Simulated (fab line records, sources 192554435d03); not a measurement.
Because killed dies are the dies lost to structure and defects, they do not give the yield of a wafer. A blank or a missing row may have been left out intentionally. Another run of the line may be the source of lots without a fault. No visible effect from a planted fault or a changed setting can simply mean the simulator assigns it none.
Chamber matching :: flow n5Finfet :: pecvd-04 running N5_BEOL_M7_PECVD_70: 3 sister chambers
The step deposits SiO2 from TEOS/O2, target thk 20 nm, time 22.7 s. 6 wafers are shown with their chamber, then 7 later ones without.

WAFERS PAIRED WITH THEIR CHAMBERS
wafer: L085.4
chamber: 0
throttleValvePct (%): 25.1
showerheadPlenumPTorr (Torr): 8.73

wafer: L087.4
chamber: 0
throttleValvePct (%): 25.0
showerheadPlenumPTorr (Torr): 8.72

wafer: L087.5
chamber: 1
throttleValvePct (%): 23.9
showerheadPlenumPTorr (Torr): 8.73

wafer: L087.6
chamber: 2
throttleValvePct (%): 22.0
showerheadPlenumPTorr (Torr): 8.85

wafer: L090.1
chamber: 2
throttleValvePct (%): 22.4
showerheadPlenumPTorr (Torr): 8.82

wafer: L090.2
chamber: 1
throttleValvePct (%): 23.7
showerheadPlenumPTorr (Torr): 8.73

WAFERS MISSING THEIR CHAMBER
wafer: L090.5
throttleValvePct (%): 23.6
showerheadPlenumPTorr (Torr): 8.72

wafer: L096.2
throttleValvePct (%): 23.7
showerheadPlenumPTorr (Torr): 8.71

wafer: L096.5
throttleValvePct (%): 23.9
showerheadPlenumPTorr (Torr): 8.74

wafer: L096.6
throttleValvePct (%): 22.4
showerheadPlenumPTorr (Torr): 8.82

wafer: L094.1
throttleValvePct (%): 22.1
showerheadPlenumPTorr (Torr): 8.84

wafer: L094.4
throttleValvePct (%): 23.6
showerheadPlenumPTorr (Torr): 8.75

wafer: L094.5
throttleValvePct (%): 22.1
showerheadPlenumPTorr (Torr): 8.84

CHAMBER TAKEN BY EACH
wafer: L090.5
from the rows above: 1
in truth: 1

wafer: L096.2
from the rows above: 1
in truth: 1

wafer: L096.5
from the rows above: 1
in truth: 1

wafer: L096.6
from the rows above: 2
in truth: 2

wafer: L094.1
from the rows above: 2
in truth: 2

wafer: L094.4
from the rows above: 1
in truth: 1

wafer: L094.5
from the rows above: 2
in truth: 2
7 of 7 placed correctly. Left unplaced by these rows: 0. Number placed wrongly: 0.
How it was worked out, from the rows above alone: a wafer's distance from a chamber is the root of the sum, over the readings, of the square of ((its reading less the chamber's mean) divided by the reading's scatter). If the next closest chamber is less than 2 further off than the closest, the wafer can't be placed; otherwise it belongs to the closest. For every chamber, the mean is computed from those of its wafers that are shown. The scatter: the root of (the sum of the squares of (reading less its chamber's mean) over the shown wafers, divided by (wafers less chambers)).
